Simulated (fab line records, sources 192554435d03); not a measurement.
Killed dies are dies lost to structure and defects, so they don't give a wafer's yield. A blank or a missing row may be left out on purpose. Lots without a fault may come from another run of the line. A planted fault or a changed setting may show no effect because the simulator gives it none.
Chamber matching | flow n5_finfet | N5_BEOL_M0_SAQP_SPACER2_ALD_26 on ald_sin-02: 4 sister chambers
The step deposits SiO2, target thk 15 nm, pulse time 1 s, purge time 2 s. 16 wafers are shown with their chamber, then 8 later ones without.

WAFERS WITH THEIR CHAMBER
wafer  | chamber | heater_power_w (W) | precursor_pulse_height_rel
L074.3 | 1       | 473                | 1.007
L074.4 | 0       | 431                | 0.998
L074.5 | 2       | 478                | 1.006
L075.2 | 0       | 427                | 1.034
L075.5 | 2       | 488                | 1.004
L075.6 | 1       | 462                | 0.995
L078.1 | 2       | 463                | 0.979
L078.2 | 3       | 423                | 1.013
L078.5 | 0       | 419                | 0.956
L079.3 | 3       | 427                | 0.958
L079.4 | 1       | 484                | 1.001
L079.6 | 2       | 486                | 1.021
L085.1 | 1       | 486                | 1.013
L085.4 | 3       | 423                | 1.019
L085.6 | 3       | 430                | 0.981
L086.1 | 1       | 485                | 1.034

SIGNATURES (means of the wafers above)
reading                    | chamber 0 | chamber 1 | chamber 2 | chamber 3 | scatter within a chamber
heater_power_w             | 425.67    | 478.00    | 478.75    | 425.75    | 8.79
precursor_pulse_height_rel | 0.99600   | 1.01000   | 1.00250   | 0.99275   | 0.0247
Rule: a wafer's distance from a chamber is the root of the sum, over the readings, of the square of ((its reading less the chamber's mean) divided by the reading's scatter). The wafer belongs to the nearest chamber; if the next one is less than 2 further off, it can't be placed. The scatter: the root of (the sum of the squares of (reading less its chamber's mean) over the shown wafers, divided by (wafers less chambers)).

WAFERS WITHOUT THEIR CHAMBER
wafer  | heater_power_w (W) | precursor_pulse_height_rel
L086.3 | 419                | 0.980
L086.5 | 479                | 1.010
L087.1 | 419                | 1.005
L087.4 | 488                | 1.019
L087.5 | 491                | 1.038
L091.2 | 491                | 0.996
L091.3 | 431                | 0.969
L091.6 | 489                | 1.021

WHICH CHAMBER EACH WENT THROUGH
wafer  | from the rows above     | in truth
L086.3 | can't be placed: 3 or 0 | 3
L086.5 | can't be placed: 1 or 2 | 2
L087.1 | can't be placed: 0 or 3 | 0
L087.4 | can't be placed: 1 or 2 | 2
L087.5 | can't be placed: 1 or 2 | 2
L091.2 | can't be placed: 2 or 1 | 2
L091.3 | can't be placed: 3 or 0 | 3
L091.6 | can't be placed: 1 or 2 | 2
Placed correctly: 0 of 8. Can't be placed from these rows: 8 (the true chamber is among the candidates in 8). Placed wrongly: 0.
